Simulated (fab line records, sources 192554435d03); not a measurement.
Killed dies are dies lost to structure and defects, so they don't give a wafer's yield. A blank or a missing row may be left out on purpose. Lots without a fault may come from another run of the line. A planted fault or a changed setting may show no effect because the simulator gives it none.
Chamber matching | flow n5_finfet | N5_BEOL_M6_ETCH_72 on rie_diel-01: 4 sister chambers
The step etches underlayer in N2/H2, target depth 6.5 nm, time 5.2 s. 4 wafers are shown with their chamber, then 10 later ones without.

WAFERS WITH THEIR CHAMBER
wafer  | chamber | showerhead_plenum_p_Torr (Torr)
L079.3 | 3       | 2.50
L085.1 | 0       | 2.63
L090.1 | 1       | 2.39
L090.4 | 2       | 2.57

WAFERS WITHOUT THEIR CHAMBER
wafer  | showerhead_plenum_p_Torr (Torr)
L090.6 | 2.57
L093.1 | 2.50
L093.4 | 2.38
L093.5 | 2.63
L095.1 | 2.57
L095.3 | 2.62
L095.4 | 2.57
L097.1 | 2.57
L097.2 | 2.38
L097.5 | 2.62

WHICH CHAMBER EACH WENT THROUGH
wafer  | from the rows above | in truth
L090.6 | 2                   | 2
L093.1 | 3                   | 3
L093.4 | 1                   | 1
L093.5 | 0                   | 0
L095.1 | 2                   | 2
L095.3 | 0                   | 0
L095.4 | 2                   | 2
L097.1 | 2                   | 2
L097.2 | 1                   | 1
L097.5 | 0                   | 0
Placed correctly: 10 of 10. Can't be placed from these rows: 0. Placed wrongly: 0.
How it was worked out, from the rows above alone: a wafer's distance from a chamber is the root of the sum, over the readings, of the square of ((its reading less the chamber's mean) divided by the reading's scatter). The wafer belongs to the nearest chamber; if the next one is less than 2 further off, it can't be placed. A chamber's mean is the mean of its shown wafers. The scatter: with one shown wafer a chamber, the root of the mean of the squares of how far each hidden wafer lies from its nearest shown one.
